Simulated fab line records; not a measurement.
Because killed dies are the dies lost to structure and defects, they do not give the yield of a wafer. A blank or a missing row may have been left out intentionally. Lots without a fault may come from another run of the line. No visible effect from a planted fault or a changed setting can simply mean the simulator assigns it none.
fab line records | flow n5Finfet
record lots=7 wafers=21
route steps=1938 shown WELL_APT@39 FIN_SAQP@125 FIN_CUT@155 SD_EPI_N@278 SD_EPI_P@321 SD_ACTIVATION@331 HKMG_FIN@423
startH: start of the lot's first displayed wafer, in hours after the record's first day | waitH: hours since the lot's step before | " same as the row above | L1.1+2: several wafers, shown together as one row | - no value present, or no start provided | * or withheld: withheld | < > ~ a bound
route shown NAME@n: names a module that has steps shown in the file, with the first one's number in the route | usual: mean and standard deviation over wafers with no fault | same: alike in all rows | chamber/n: place in a boat | sites: per-site readings | _std_site: standard deviation across them | _edge_site: mean of outer sites minus mean of inner sites | radiusMm: how far each site lies from the wafer's centre | mask NAME#n: copy n | behind: tool/chamber where the wafer was last shaped | hold: cause of the lot's hold/its duration in hours/its outcome | device: whichever transistor did not switch (one of n, p or np) | end of line: at the end of the route, the tests of the same wafers | for a step that has no rows: nothing shown but its recipe | killed: dies that structure and defects cost at the first sort, which is not the same as the wafer's yield | map: per-die view of a wafer (x killed, . not killed, _ where there is no die)
set.NAME: setting as actually run; set.NAME@STEP: the setting as run at that earlier step | model.NAME: the simulator's own value behind a step, which no gauge read
lots run with intentionally changed settings; tables by step, rows by wafer
## steps
# step N5_WELL_APT_EXPOSE_22
# recipe maskId=PWELL na=0.8 sourceShape=conventional sigmaOuter=0.8 polarization=unpolarized defocusNm=0 targetCdNm=200 doseMj=23.2
# columns lot.wafer tool chamber startH waitH mask set.doseMj
L076.1 krfScanner-01 0 26.64 - PWELL#0 23.2
L076.3+5 " 0 " " PWELL#0 21.77
L077.1+6 krfScanner-02 0 32.78 - PWELL#0 23.2
L077.2 " 0 " " PWELL#0 22.09
L079.4 krfScanner-02 0 45.32 - PWELL#0 21.92
L079.5+6 " 0 " " PWELL#0 23.2
L081.1+5+6 krfScanner-02 0 56.96 - PWELL#0 23.2
L082.2+3+5 krfScanner-01 0 62.64 - PWELL#0 23.2
L086.1 krfScanner-02 0 86.80 - PWELL#0 23.2
L086.2+4 " 0 " " PWELL#0 23.74
L087.1+4 krfScanner-02 0 92.64 - PWELL#0 23.2
L087.2 " 0 " " PWELL#0 21.68
# step N5_WELL_APT_PEB_23
# recipe pebTempC=130 pebTimeS=90
# columns lot.wafer tool chamber startH waitH set.pebTempC
L076.1+3 lithoTrack-02 0 26.69 0.1 130
L076.5 " 0 " " 128.2
L077.1+2+6 lithoTrack-05 0 32.84 0.1 130
L079.4 lithoTrack-04 0 45.36 0.0 131.5
L079.5+6 " 0 " " 130
L081.1 lithoTrack-05 0 57.01 0.1 131.9
L081.5+6 " 0 " " 130
L082.2+3+5 lithoTrack-02 0 62.69 0.0 130
L086.1+2+4 lithoTrack-02 0 86.85 0.1 130
L087.1+2 lithoTrack-02 0 92.70 0.1 127
L087.4 " 0 " " 130
# step N5_WELL_APT_DEVELOP_24
# recipe developTimeS=45 rinseLiquid=surfactantRinse dry=airSpin devTempC=21
# step N5_WELL_APT_HARDBAKE_29
# recipe tempC=130 timeS=120
# step N5_WELL_APT_CD_MEAS_25
# recipe targetCdNm=200 landingEnergyEv=500 detector=seInlens
# usual cdNm=200.4/2.2
# columns lot.wafer tool chamber startH waitH set.doseMj@WELL_APT_EXPOSE_22 set.pebTempC@WELL_APT_PEB_23 cdNm
L076.1 cdSem-02 0 26.81 - 23.2 130 202.1
L076.3 " 0 " " 21.77 130 186.7
L076.5 " 0 " " 21.77 128.2 178.6
L077.1 cdSem-02 0 32.95 - 23.2 130 200.8
L077.2 " 0 " " 22.09 130 187.9
L077.6 " 0 " " 23.2 130 197.9
L079.4 cdSem-03 0 45.48 - 21.92 131.5 195.9
L079.5 " 0 " " 23.2 130 197.6
L079.6 " 0 " " 23.2 130 198.8
L081.1 cdSem-03 0 57.13 - 23.2 131.9 207.6
L081.5 " 0 " " 23.2 130 198.5
L081.6 " 0 " " 23.2 130 201.4
L082.2 cdSem-01 0 62.80 - 23.2 130 200.2
L082.3 " 0 " " 23.2 130 201.4
L082.5 " 0 " " 23.2 130 201.3
L086.1 cdSem-03 0 86.97 - 23.2 130 202.7
L086.2 " 0 " " 23.74 130 203.3
L086.4 " 0 " " 23.74 130 203.9
L087.1 cdSem-01 0 92.81 - 23.2 127 181.1
L087.2 " 0 " " 21.68 127 168.3
L087.4 " 0 " " 23.2 130 198.4
# step N5_WELL_APT_DESCUM_30
# recipe chemistry=O2 timeS=7.9 sourcePowerW=50 biasPowerW=20 pressureMtorr=20 rfFrequencyHz=2.712e+07 tempC=40 o2FlowSccm=225
# columns lot.wafer tool chamber startH waitH set.doseMj@WELL_APT_EXPOSE_22 set.pebTempC@WELL_APT_PEB_23 model.WELL_APT.cdNm
L076.1 rieDiel-06 2 26.90 0.0 23.2 130 202.4
L076.3 " 3 " " 21.77 130 187
L076.5 " 3 " " 21.77 128.2 178.6
L077.1 rieDiel-02 0 33.04 0.0 23.2 130 200.5
L077.2 " 2 " " 22.09 130 187.9
L077.6 " 3 " " 23.2 130 198
L079.4 rieDiel-02 0 45.59 0.1 21.92 131.5 195.8
L079.5 " 3 " " 23.2 130 197.4
L079.6 " 2 " " 23.2 130 198.7
L081.1 rieDiel-01 0 57.24 0.1 23.2 131.9 207.4
L081.5 " 0 " " 23.2 130 198.4
L081.6 " 3 " " 23.2 130 201.2
L082.2 rieDiel-01 3 62.89 0.0 23.2 130 200.2
L082.3 " 2 " " 23.2 130 201.2
L082.5 " 2 " " 23.2 130 201.4
L086.1 rieDiel-02 2 87.29 0.3 23.2 130 202.6
L086.2+4 " 1,2 " " 23.74 130 203.6
L087.1 rieDiel-01 3 93.08 0.2 23.2 127 181.3
L087.2 " 0 " " 21.68 127 168.2
L087.4 " 0 " " 23.2 130 199
# step N5_FIN_SAQP_SPACER1_ALD_24
# recipe material=SiO2 targetThkA=203 tempC=300 aldPrecursorFamily=BDEAS aldCoReactant=O2-plasma pulseTimeS=1 purgeTimeS=2 coReactantPurgeTimeS=2 aldCycles=218 pressureTorr=2
# columns lot.wafer tool chamber startH waitH set.aldCycles model.SiO2_of_FIN_SAQP_SPACER1_ALD_24.thkNm
L076.1 aldSin-03 0 34.95 0.3 218 20.4
L076.3 " 1 " " 218 20.2
L076.5 " 2 " " 204 19
L077.1+2 aldSin-03 2,1 40.50 0.3 203 18.8
L077.6 " 3 " " 218 20.2
L079.4+6 aldSin-01 0 54.15 0.8 218 20.4
L079.5 " 1 " " 183 17.2
L081.1+6 aldSin-02 0,2 65.98 0.5 218 20.2
L081.5 " 0 " " 232 21.6
L082.2 aldSin-03 3 70.40 0.6 218 20.2
L082.3+5 " 0,3 " " 218 20.4
L086.1 aldSin-03 3 98.44 1.1 238 22.4
L086.2 " 1 " " 238 22.2
L086.4 " 3 " " 218 20.4
L087.1 aldSin-02 0 103.50 1.2 218 20.2
L087.2 " 1 " " 218 20.4
L087.4 " 2 " " 195 18.2
# step N5_FIN_SAQP_SPACER1_ETCHBACK_25
# recipe chemistry=CHF3/O2 mode=anisotropicEtchback target=SiO2 targetDepthA=244 timeS=12.2 pressureMtorr=30 sourceW=650 biasW=170 Ar_flow_sccm=200 CHF3_flow_sccm=50 O2_flow_sccm=5 ionEnergyEv=200
# step N5_FIN_SAQP_MANDREL1_REMOVE_56
# recipe chemistry=HBr/Cl2/O2 btTimeS=10 target=a-Si stopOn=SiNx endpoint=OES-SiCl overEtchFrac=1 icpW=600 biasW=22 HBr_flow_sccm=150 Cl2_flow_sccm=80 O2_flow_sccm=5 pressureMtorr=10
# columns lot.wafer tool chamber startH waitH set.aldCycles@FIN_SAQP_SPACER1_ALD_24 model.FIN_SAQP.cdNm
L076.1 rieSi-04 3 35.75 0.1 218 20.4
L076.3 " 2 " " 218 20
L076.5 " 0 " " 204 19
L077.1 rieSi-04 1 41.30 0.1 203 18.6
L077.2 " 2 " " 203 18.8
L077.6 " 3 " " 218 20.2
L079.4+6 rieSi-01 0,3 55.05 0.1 218 20.4
L079.5 " 2 " " 183 17.2
L081.1+6 rieSi-05 3 66.79 0.1 218 20.2
L081.5 " 0 " " 232 21.4
L082.2+5 rieSi-01 0,2 71.21 0.1 218 20.2
L082.3 " 2 " " 218 20.4
L086.1 rieSi-01 3 99.24 0.1 238 22.4
L086.2 " 0 " " 238 22.2
L086.4 " 2 " " 218 20.4
L087.1+2 rieSi-05 1,0 104.31 0.1 218 20.2
L087.4 " 2 " " 195 18
# step N5_FIN_SAQP_CD_MEAS_27
# recipe targetCdNm=20 landingEnergyEv=1000 detector=seInlens polarity=line
# usual cdNm=20.25/0.23
# columns lot.wafer tool chamber startH waitH set.aldCycles@FIN_SAQP_SPACER1_ALD_24 cdNm
L076.1 cdSem-01 0 35.86 0.1 218 20.42
L076.3 " 0 " " 218 20.10
L076.5 " 0 " " 204 18.83
L077.1 cdSem-01 0 41.41 0.1 203 18.28
L077.2 " 0 " " 203 18.74
L077.6 " 0 " " 218 20.33
L079.4 cdSem-03 0 55.17 0.1 218 20.27
L079.5 " 0 " " 183 16.73
L079.6 " 0 " " 218 20.40
L081.1 cdSem-03 0 66.90 0.1 218 20.49
L081.5 " 0 " " 232 21.15
L081.6 " 0 " " 218 19.98
L082.2 cdSem-01 0 71.32 0.1 218 20.15
L082.3 " 0 " " 218 20.44
L082.5 " 0 " " 218 20.21
L086.1 cdSem-02 0 99.35 0.1 238 22.26
L086.2 " 0 " " 238 22.19
L086.4 " 0 " " 218 20.31
L087.1 cdSem-03 0 104.42 0.1 218 20.66
L087.2 " 0 " " 218 20.31
L087.4 " 0 " " 195 18.11
# step N5_FIN_CUT_COAT_19
# recipe resist=SiARC tempC=220 timeS=60 spinRpm=1500 resistThkNm=20
# columns lot.wafer tool chamber startH waitH set.spinRpm model.SiARC_of_FIN_CUT_COAT_19.thkNm
L076.1+5 lithoTrack-01 0 - - 1500 20
L076.3 " 0 " " 1627 19.2
L077.1 lithoTrack-02 0 - - 1500 20
L077.2+6 " 0 " " 1354 21
L079.4 lithoTrack-04 0 - - 1381 20.8
L079.5 " 0 " " 1381 21
L079.6 " 0 " " 1500 20
L081.1+5 lithoTrack-04 0 - - 1385 20.8
L081.6 " 0 " " 1500 20
L082.2+3+5 lithoTrack-01 0 - - 1500 20
L086.1+2+4 lithoTrack-01 0 - - 1500 20
L087.1+2+4 lithoTrack-01 0 - - 1500 20
# step N5_FIN_CUT_EXPOSE_05
# recipe maskId=FIN_CUT na=0.33 sourceShape=annular sigmaInner=0.35 sigmaOuter=0.8 polarization=unpolarized doseMj=45.75
# columns lot.wafer tool chamber startH waitH mask set.doseMj
L076.1 euvScanner-02 0 38.34 - FIN_CUT#0 45.75
L076.3+5 " 0 " " FIN_CUT#0 43.49
L077.1+2 euvScanner-02 0 44.03 - FIN_CUT#0 49.14
L077.6 " 0 " " FIN_CUT#0 45.75
L079.4+6 euvScanner-02 0 57.89 - FIN_CUT#0 45.75
L079.5 " 0 " " FIN_CUT#0 47.82
L081.1+5 euvScanner-02 0 69.35 - FIN_CUT#0 49.15
L081.6 " 0 " " FIN_CUT#0 45.75
L082.2+3+5 euvScanner-02 0 74.06 - FIN_CUT#0 45.75
L086.1+2+4 euvScanner-02 0 101.85 - FIN_CUT#0 45.75
L087.1+2 euvScanner-02 0 106.81 - FIN_CUT#0 45.75
L087.4 " 0 " " FIN_CUT#0 43.92
# step N5_FIN_CUT_PEB_06
# recipe pebTempC=100 pebTimeS=60 resist=CAR-EUV
# step N5_FIN_CUT_DEVELOP_07
# recipe developTimeS=30 developer=TMAH resist=CAR-EUV rinseLiquid=surfactantRinse dry=airSpin devTempC=23
# step N5_FIN_CUT_CD_MEAS_08
# recipe targetCdNm=29.1 landingEnergyEv=500 detector=seInlens polarity=opening
# usual cdNm=29.20/0.21
# columns lot.wafer tool chamber startH waitH set.doseMj@FIN_CUT_EXPOSE_05 cdNm
L076.1 cdSem-01 0 38.48 - 45.75 29.22
L076.3 " 0 " " 43.49 28.05
L076.5 " 0 " " 43.49 28.66
L077.1 cdSem-03 0 44.16 - 49.14 30.33
L077.2 " 0 " " 49.14 30.31
L077.6 " 0 " " 45.75 29.68
L079.4 cdSem-01 0 58.01 - 45.75 29.60
L079.5 " 0 " " 47.82 30.11
L079.6 " 0 " " 45.75 29.25
L081.1 cdSem-02 0 69.48 - 49.15 30.66
L081.5 " 0 " " 49.15 30.59
L081.6 " 0 " " 45.75 29.56
L082.2 cdSem-01 0 74.19 - 45.75 29.08
L082.3 " 0 " " 45.75 29.24
L082.5 " 0 " " 45.75 29.41
L086.1 cdSem-01 0 101.98 - 45.75 29.24
L086.2 " 0 " " 45.75 29.21
L086.4 " 0 " " 45.75 29.13
L087.1 cdSem-01 0 106.94 - 45.75 29.16
L087.2 " 0 " " 45.75 29.24
L087.4 " 0 " " 43.92 28.83
# step N5_FIN_CUT_DESCUM_13
# recipe chemistry=O2 timeS=7 sourcePowerW=50 biasPowerW=20 pressureMtorr=20 rfFrequencyHz=2.712e+07 tempC=40 resist=CAR-EUV o2FlowSccm=225
# step N5_FIN_CUT_ETCH_30
# recipe chemistry=N2/H2 target=underlayer targetDepthA=130 maskMaterial=CAR-EUV timeS=10.4 ionEnergyEv=200 pressureMtorr=30 sourceW=840 biasW=150 n2FlowSccm=200 h2FlowSccm=200 ends=cleared
# columns lot.wafer tool chamber startH waitH set.doseMj@FIN_CUT_EXPOSE_05 model.FIN_CUT.cdOffsetNm
L076.1 rieDiel-05 1 38.63 0.0 45.75 -0.2
L076.3 " 2 " " 43.49 -1
L076.5 " 1 " " 43.49 -0.8
L077.1 rieDiel-05 0 44.32 0.0 49.14 1.6
L077.2 " 3 " " 49.14 1.4
L077.6 " 3 " " 45.75 0.2
L079.4 rieDiel-04 3 58.16 0.0 45.75 0
L079.5 " 1 " " 47.82 1
L079.6 " 2 " " 45.75 -0.2
L081.1+5 rieDiel-05 1,2 69.64 0.0 49.15 1.6
L081.6 " 0 " " 45.75 0.2
L082.2 rieDiel-05 0 74.34 0.0 45.75 0
L082.3+5 " 2,1 " " 45.75 0.2
L086.1 rieDiel-04 0 102.14 0.0 45.75 0.4
L086.2+4 " 3,2 " " 45.75 0
L087.1+2 rieDiel-04 2,1 107.10 0.0 45.75 0
L087.4 " 0 " " 43.92 -0.6
# step N5_FIN_CUT_ETCH_20
# recipe chemistry=CF4 target=SiARC targetDepthA=260 maskMaterial=CAR-EUV timeS=43.3 ionEnergyEv=80 pressureMtorr=40 sourceW=545 biasW=36 Ar_flow_sccm=100 cf4FlowSccm=100 ends=cleared
# columns lot.wafer tool chamber startH waitH set.spinRpm@FIN_CUT_COAT_19 set.doseMj@FIN_CUT_EXPOSE_05 model.etch.depthNm model.FIN_CUT.cdOffsetNm
L076.1 rieDiel-05 1 38.65 0.0 1500 45.75 20.04 0
L076.3 " 2 " " 1627 43.49 19.22 -1
L076.5 " 1 " " 1500 43.49 20.09 -0.8
L077.1 rieDiel-05 0 44.34 0.0 1500 49.14 19.96 1.6
L077.2 " 3 " " 1354 49.14 21.02 1.4
L077.6 " 3 " " 1354 45.75 21 0.2
L079.4 rieDiel-04 3 58.18 0.0 1381 45.75 20.83 0.2
L079.5 " 1 " " 1381 47.82 20.91 1
L079.6 " 2 " " 1500 45.75 20.01 0
L081.1 rieDiel-05 1 69.66 0.0 1385 49.15 20.83 1.8
L081.5 " 2 " " 1385 49.15 20.84 1.8
L081.6 " 0 " " 1500 45.75 20.08 0.2
L082.2 rieDiel-05 0 74.36 0.0 1500 45.75 19.98 0
L082.3 " 2 " " 1500 45.75 19.99 0.2
L082.5 " 1 " " 1500 45.75 20.09 0.2
L086.1 rieDiel-04 0 102.16 0.0 1500 45.75 20.07 0.2
L086.2 " 3 " " 1500 45.75 20.05 0.2
L086.4 " 2 " " 1500 45.75 20.06 0
L087.1+2 rieDiel-04 2,1 107.12 0.0 1500 45.75 20.01 0
L087.4 " 0 " " 1500 43.92 20.04 -0.6
# step N5_SD_EPI_N_ETCH_45
# recipe chemistry=CH3F/O2 target=SiOCN targetDepthA=60 maskMaterial=SOC ionEnergyEv=60 biasW=29 pressureMtorr=15 sourceW=410 Ar_flow_sccm=150 CH3F_flow_sccm=30 O2_flow_sccm=20
# columns lot.wafer tool chamber startH waitH set.targetDepthA model.etch.depthNm
L076.1 rieDiel-06 3 62.19 0.1 54.95 5.46
L076.3 " 1 " " 60 5.987
L076.5 " 3 " " 54.95 5.411
L077.1 rieDiel-02 3 67.21 0.1 60 6.093
L077.2 " 2 " " 60 6.053
L077.6 " 2 " " 60 6.049
L079.4 rieDiel-02 1 83.44 0.1 60 6.048
L079.5 " 2 " " 60 6.039
L079.6 " 0 " " 60 6.046
L081.1 rieDiel-06 0 93.17 0.1 63.02 6.118
L081.5 " 0 " " 60 5.804
L081.6 " 3 " " 63.02 6.252
L082.2 rieDiel-01 2 96.41 0.1 60 6.024
L082.3 " 3 " " 60 6.191
L082.5 " 0 " " 60 5.964
L086.1 rieDiel-01 2 126.49 0.1 55.28 5.546
L086.2 " 0 " " 60 6.049
L086.4 " 3 " " 55.28 5.712
L087.1 rieDiel-02 0 131.54 0.1 60 6.035
L087.2 " 3 " " 54.1 5.449
L087.4 " 1 " " 54.1 5.364
# step N5_SD_EPI_P_EPI_21
# recipe material=SiGe:B dopant=B tempC=550 pressureTorr=20 ambient=H2 timeS=355
# columns lot.wafer tool chamber startH waitH set.epiGrowthTimeS model.SiGe-B_of_SD_EPI_P_EPI_21.thkNm
L076.1 epiRpcvd-01 0 67.56 0.1 355 60.8
L076.3 " 0 " " 355 60.6
L076.5 " 0 " " 383.8 63.8
L077.1 epiRpcvd-01 0 73.39 0.1 355 61
L077.2 " 0 " " 318.4 56.4
L077.6 " 0 75.19 1.8 318.4 57
L079.4 epiRpcvd-01 0 90.65 2.0 355 60.6
L079.5 " 0 " " 345.1 60
L079.6 " 0 " " 355 61.2
L081.1 epiRpcvd-01 0 98.55 0.2 321 57.8
L081.5 " 0 100.47 2.0 321 57.6
L081.6 " 0 " " 355 61
L082.2 epiRpcvd-03 0 103.05 0.6 355 60.2
L082.3 " 0 " " 355 61
L082.5 " 0 " " 355 60.6
L086.1 epiRpcvd-03 0 133.68 0.2 355 61
L086.2+4 " 0 " " 355 61.6
L087.1 epiRpcvd-02 0 137.82 0.1 355 60.8
L087.2 " 0 " " 355 61
L087.4 " 0 " " 355 60.6
# step N5_SD_ACTIVATION_LSA_01
# recipe tempC=1080 timeS=0.0008 ambient=N2
# usual wafer_temp_C_max=1085.5/1.5
# columns lot.wafer tool chamber startH waitH set.tempC wafer_temp_C_max
L076.1 laserAnneal-02 0 70.18 0.2 1080 1083.9
L076.3 " 0 " " 1113 1116.5
L076.5 " 0 " " 1113 1118.4
L077.1 laserAnneal-01 0 76.00 0.2 1114 1121.8
L077.2 " 0 " " 1114 1120.5
L077.6 " 0 " " 1080 1085.0
L079.4 laserAnneal-01 0 93.11 0.2 1080 1086.4
L079.5 " 0 " " 1080 1085.6
L079.6 " 0 " " 1080 1086.3
L081.1 laserAnneal-01 0 101.87 0.2 1080 1086.2
L081.5 " 0 " " 1061 1066.9
L081.6 " 0 " " 1080 1087.2
L082.2 laserAnneal-02 0 105.95 0.2 1080 1085.4
L082.3 " 0 " " 1080 1084.8
L082.5 " 0 " " 1080 1084.5
L086.1 laserAnneal-02 0 137.01 0.2 1080 1083.0
L086.2 " 0 " " 1080 1084.2
L086.4 " 0 " " 1080 1084.7
L087.1 laserAnneal-01 0 140.42 0.2 1104 1111.3
L087.2 " 0 " " 1080 1087.4
L087.4 " 0 " " 1104 1111.1
# step N5_HKMG_FIN_COAT_30
# recipe resist=SiARC tempC=220 timeS=60 spinRpm=1500 resistThkNm=35
# columns lot.wafer tool chamber startH waitH set.spinRpm model.SiARC_of_HKMG_FIN_COAT_30.thkNm
L076.1+5 lithoTrack-02 0 - - 1500 35
L076.3 " 0 " " 1431 35.8
L077.1 lithoTrack-04 0 - - 1500 34.8
L077.2+6 " 0 " " 1500 35
L079.4+5 lithoTrack-01 0 - - 1456 35.6
L079.6 " 0 " " 1500 35
L081.1 lithoTrack-01 0 - - 1500 35
L081.5 " 0 " " 1447 35.8
L081.6 " 0 " " 1500 35.2
L082.2+5 lithoTrack-01 0 - - 1500 35
L082.3 " 0 " " 1500 34.8
L086.1+2+4 lithoTrack-02 0 - - 1500 35
L087.1 lithoTrack-02 0 - - 1500 34.6
L087.2 " 0 " " 1394 36
L087.4 " 0 " " 1500 34.8
# step N5_HKMG_FIN_COAT_06
# recipe resist=CAR-ArF spinRpm=1500 resistThkNm=90
# step N5_HKMG_FIN_EBR_08
# recipe solvent=PGMEA ebrWidthMm=1.5
# step N5_HKMG_FIN_DESCUM_17
# recipe chemistry=O2 timeS=7.9 sourcePowerW=50 biasPowerW=20 pressureMtorr=20 rfFrequencyHz=2.712e+07 tempC=40 resist=CAR-ArF o2FlowSccm=225
# step N5_HKMG_FIN_ETCH_31
# recipe chemistry=CF4 target=SiARC targetDepthA=455 maskMaterial=CAR-ArF timeS=75.8 ionEnergyEv=80 pressureMtorr=40 sourceW=545 biasW=36 Ar_flow_sccm=100 cf4FlowSccm=100 ends=cleared
# columns lot.wafer tool chamber startH waitH set.spinRpm@HKMG_FIN_COAT_30 model.etch.depthNm model.CAR-ArF_of_HKMG_FIN_COAT_06.thkNm
L076.1 rieDiel-06 2 87.25 0.0 1500 35.02 51.2
L076.3 " 0 " " 1431 35.8 50
L076.5 " 0 " " 1500 34.95 51
L077.1 rieDiel-02 1 92.37 0.0 1500 34.86 50.8
L077.2 " 2 " " 1500 35.02 51
L077.6 " 2 " " 1500 34.92 50.6
L079.4+5 rieDiel-06 0,1 111.11 0.0 1456 35.52 50.4
L079.6 " 0 " " 1500 34.96 51.2
L081.1 rieDiel-06 2 118.37 0.0 1500 35.09 51.2
L081.5 " 3 " " 1447 35.86 50.8
L081.6 " 2 " " 1500 35.15 51.2
L082.2+5 rieDiel-06 0,1 122.72 0.0 1500 34.91 51.2
L082.3 " 1 " " 1500 34.9 51.4
L086.1 rieDiel-02 0 154.01 0.0 1500 34.91 51
L086.2 " 1 " " 1500 34.97 51.2
L086.4 " 2 " " 1500 34.9 51.2
L087.1 rieDiel-01 1 157.53 0.0 1500 34.7 51
L087.2 " 3 " " 1394 36.09 49.2
L087.4 " 0 " " 1500 34.77 50.8
## key
split step=N5_WELL_APT_EXPOSE_22 setting=doseMj stated=23.2 by=wafer
response step=N5_WELL_APT_CD_MEAS_25 reading=cdNm slope=+2.1 per=1% togetherWith=pebTempC@WELL_APT_PEB_23 explained=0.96
response step=N5_WELL_APT_DESCUM_30 reading=model.WELL_APT.cdNm slope=+2.12 per=1% togetherWith=pebTempC@WELL_APT_PEB_23 explained=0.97
split step=N5_WELL_APT_PEB_23 setting=pebTempC stated=130 by=wafer
response step=N5_WELL_APT_CD_MEAS_25 reading=cdNm slope=+6.88 per=1% togetherWith=doseMj@WELL_APT_EXPOSE_22 explained=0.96
response step=N5_WELL_APT_DESCUM_30 reading=model.WELL_APT.cdNm slope=+7.01 per=1% togetherWith=doseMj@WELL_APT_EXPOSE_22 explained=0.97
split step=N5_FIN_SAQP_SPACER1_ALD_24 setting=aldCycles stated=218 by=wafer
response step=N5_FIN_SAQP_SPACER1_ALD_24 reading=model.SiO2_of_FIN_SAQP_SPACER1_ALD_24.thkNm change=+0.202 per=1% r=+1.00
response step=N5_FIN_SAQP_MANDREL1_REMOVE_56 reading=model.FIN_SAQP.cdNm change=+0.202 per=1% r=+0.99
response step=N5_FIN_SAQP_CD_MEAS_27 reading=cdNm change=+0.22 per=1% r=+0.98
split step=N5_FIN_CUT_COAT_19 setting=spinRpm stated=1500 by=wafer
response step=N5_FIN_CUT_COAT_19 reading=model.SiARC_of_FIN_CUT_COAT_19.thkNm change=-0.103 per=1% r=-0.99
response step=N5_FIN_CUT_ETCH_20 reading=model.etch.depthNm change=-0.104 per=1% r=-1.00
split step=N5_FIN_CUT_EXPOSE_05 setting=doseMj stated=45.75 by=wafer
response step=N5_FIN_CUT_CD_MEAS_08 reading=cdNm change=+0.126 per=1% r=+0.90
response step=N5_FIN_CUT_ETCH_30 reading=model.FIN_CUT.cdOffsetNm change=+0.181 per=1% r=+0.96
response step=N5_FIN_CUT_ETCH_20 reading=model.FIN_CUT.cdOffsetNm change=+0.19 per=1% r=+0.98
split step=N5_SD_EPI_N_ETCH_45 setting=targetDepthA stated=60 by=wafer
response step=N5_SD_EPI_N_ETCH_45 reading=model.etch.depthNm change=+0.0629 per=1% r=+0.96
split step=N5_SD_EPI_P_EPI_21 setting=epiGrowthTimeS stated=355 by=wafer
response step=N5_SD_EPI_P_EPI_21 reading=model.SiGe-B_of_SD_EPI_P_EPI_21.thkNm change=+0.381 per=1% r=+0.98
split step=N5_SD_ACTIVATION_LSA_01 setting=tempC stated=1080 by=wafer
response step=N5_SD_ACTIVATION_LSA_01 reading=wafer_temp_C_max change=* per=1% r=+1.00
split step=N5_HKMG_FIN_COAT_30 setting=spinRpm stated=1500 by=wafer
response step=N5_HKMG_FIN_COAT_30 reading=model.SiARC_of_HKMG_FIN_COAT_30.thkNm change=-0.185 per=1% r=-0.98
response step=N5_HKMG_FIN_ETCH_31 reading=model.etch.depthNm change=-0.191 per=1% r=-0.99
response step=N5_HKMG_FIN_ETCH_31 reading=model.CAR-ArF_of_HKMG_FIN_COAT_06.thkNm change=+0.226 per=1% r=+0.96
